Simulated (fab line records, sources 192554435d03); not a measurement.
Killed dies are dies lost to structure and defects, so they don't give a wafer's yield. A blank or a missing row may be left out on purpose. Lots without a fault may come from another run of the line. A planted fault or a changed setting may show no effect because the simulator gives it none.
Tool commonality check | flow n5_finfet | 10 lots, 29 wafers sampled

WHY IT WAS OPENED
At N5_BEOL_M3_INSPECT_13 the reading raw_defect_count is flagged on 2 of 10 lots. Wafers without a fault read 416, standard deviation 84.
Rule: a lot is flagged when every wafer of it that has a number lies more than 4 standard deviations from that mean, or none has a number. The other lots count as sound.

lot  | measured     | on                | raw_defect_count, wafer by wafer | flag
L763 | day 7 03:49  | defect_inspect-02 | 394 420 469                      |
L764 | day 7 17:32  | defect_inspect-01 | 338 327 401                      |
L768 | day 8 12:13  | defect_inspect-02 | 338 426 320                      |
L769 | day 8 15:59  | defect_inspect-02 | 261 455 404                      |
L774 | day 10 02:36 | defect_inspect-01 | 388 396 426                      |
L775 | day 10 09:08 | defect_inspect-01 | 543 558                          |
L776 | day 10 09:58 | defect_inspect-01 | 1076 1095 1020                   | FLAGGED
L778 | day 10 21:44 | defect_inspect-02 | 1136 1174 1213                   | FLAGGED
L779 | day 11 13:38 | defect_inspect-02 | 417 410 423                      |
L783 | day 12 00:04 | defect_inspect-02 | 578 471 650                      |
The numbers of the flagged lots are 1119 on average: +703 against the usual, or +8 standard deviations.

WHICH TOOL RAN EACH LOT
The record holds 4 process steps before the reading, out of a route of 1938 steps. In each cell: the tool, then ch and the chambers that the sampled wafers went through, then the start.
lot  | flag    | N5_BEOL_M2_ANNEAL_87         | N5_BEOL_M2_SPUTTER_88        | N5_BEOL_M2_PRE_CLEAN_60          | N5_BEOL_M3_HM_DEP_02
L763 |         | pvd_sputter-02, day 7 00:23  | pvd_sputter-02, day 7 00:31  | cvd_co-01 ch 0,1,2, day 7 02:14  | pvd_sputter-01, day 7 03:13
L764 |         | pvd_sputter-01, day 7 11:22  | pvd_sputter-01, day 7 11:30  | cvd_co-01 ch 0,1,2, day 7 13:13  | pvd_sputter-03, day 7 17:03
L768 |         | pvd_sputter-02, day 8 09:18  | pvd_sputter-02, day 8 09:26  | cvd_co-02 ch 0,1,2, day 8 11:08  | pvd_sputter-03, day 8 11:37
L769 |         | pvd_sputter-03, day 8 12:32  | pvd_sputter-03, day 8 12:40  | cvd_co-02 ch 0,2, day 8 14:29    | pvd_sputter-01, day 8 15:31
L774 |         | pvd_sputter-03, day 9 20:10  | pvd_sputter-03, day 9 20:19  | cvd_co-01 ch 1,2, day 9 22:02    | pvd_sputter-01, day 10 01:59
L775 |         | pvd_sputter-02, day 10 05:44 | pvd_sputter-02, day 10 05:53 | cvd_co-02 ch 0,2, day 10 07:37   | pvd_sputter-01, day 10 08:39
L776 | FLAGGED | pvd_sputter-03, day 10 07:11 | pvd_sputter-03, day 10 07:19 | cvd_co-02 ch 0,1,2, day 10 09:02 | pvd_sputter-01, day 10 09:29
L778 | FLAGGED | pvd_sputter-03, day 10 18:45 | pvd_sputter-03, day 10 18:53 | cvd_co-01 ch 1,2, day 10 20:41   | pvd_sputter-01, day 10 21:14
L779 |         | pvd_sputter-02, day 11 09:17 | pvd_sputter-02, day 11 09:25 | cvd_co-01 ch 0,1,2, day 11 11:17 | pvd_sputter-02, day 11 13:08
L783 |         | pvd_sputter-03, day 11 20:28 | pvd_sputter-03, day 11 20:36 | cvd_co-01 ch 0,2, day 11 22:23   | pvd_sputter-02, day 11 23:34
What these steps do:
- N5_BEOL_M2_ANNEAL_87: time 240 s.
- N5_BEOL_M2_SPUTTER_88: material Cu, target thk 4.5 nm, time 8.29 s.
- N5_BEOL_M2_PRE_CLEAN_60: time 15 s.
- N5_BEOL_M3_HM_DEP_02: deposits TiN, target thk 20 nm.
- N5_BEOL_M3_INSPECT_13: inspects for defects (brightfield).

FLAGGED OVER TOTAL, TOOL BY TOOL (the gauges that took the reading come last)
step                    | tool              | lots run | flagged | share of the flagged lots | sound lots run after its first flagged lot
N5_BEOL_M2_ANNEAL_87    | pvd_sputter-01    | 1        | 0       | none                      | -
N5_BEOL_M2_ANNEAL_87    | pvd_sputter-02    | 4        | 0       | none                      | -
N5_BEOL_M2_ANNEAL_87    | pvd_sputter-03    | 5        | 2       | all                       | 1 (L783)
N5_BEOL_M2_SPUTTER_88   | pvd_sputter-01    | 1        | 0       | none                      | -
N5_BEOL_M2_SPUTTER_88   | pvd_sputter-02    | 4        | 0       | none                      | -
N5_BEOL_M2_SPUTTER_88   | pvd_sputter-03    | 5        | 2       | all                       | 1 (L783)
N5_BEOL_M2_PRE_CLEAN_60 | cvd_co-01         | 6        | 1       | some                      | 2 (L779,L783)
N5_BEOL_M2_PRE_CLEAN_60 | cvd_co-02         | 4        | 1       | some                      | 0
N5_BEOL_M3_HM_DEP_02    | pvd_sputter-01    | 6        | 2       | all                       | 0
N5_BEOL_M3_HM_DEP_02    | pvd_sputter-02    | 2        | 0       | none                      | -
N5_BEOL_M3_HM_DEP_02    | pvd_sputter-03    | 2        | 0       | none                      | -
N5_BEOL_M3_INSPECT_13   | defect_inspect-01 | 4        | 1       | some                      | 0
N5_BEOL_M3_INSPECT_13   | defect_inspect-02 | 6        | 1       | some                      | 2 (L779,L783)

WHAT THE TABLE ALLOWS
3 rows of the table ran every flagged lot: pvd_sputter-03 at N5_BEOL_M2_ANNEAL_87, pvd_sputter-03 at N5_BEOL_M2_SPUTTER_88, pvd_sputter-01 at N5_BEOL_M3_HM_DEP_02.
- pvd_sputter-03 at N5_BEOL_M2_ANNEAL_87: 2 of its 5 lots flagged. Sound lots ran on it after the first flagged one (L783), which a lasting fault on the whole tool wouldn't allow.
- pvd_sputter-03 at N5_BEOL_M2_SPUTTER_88: 2 of its 5 lots flagged. Sound lots ran on it after the first flagged one (L783), which a lasting fault on the whole tool wouldn't allow.
- pvd_sputter-01 at N5_BEOL_M3_HM_DEP_02: 2 of its 6 lots flagged. Its last sound lot is L775 (day 10 08:39), its first flagged lot L776 (day 10 09:29): a fault that began between those two fits.
One tool is left: pvd_sputter-01 at N5_BEOL_M3_HM_DEP_02.

WHAT THE SIMULATOR HAD PUT IN
Chamber particle source: pvd_sputter-01, from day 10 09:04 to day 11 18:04, at N5_BEOL_M3_HM_DEP_02. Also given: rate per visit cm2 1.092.
Lots struck among those shown: L776, L778. The rule above found the same.
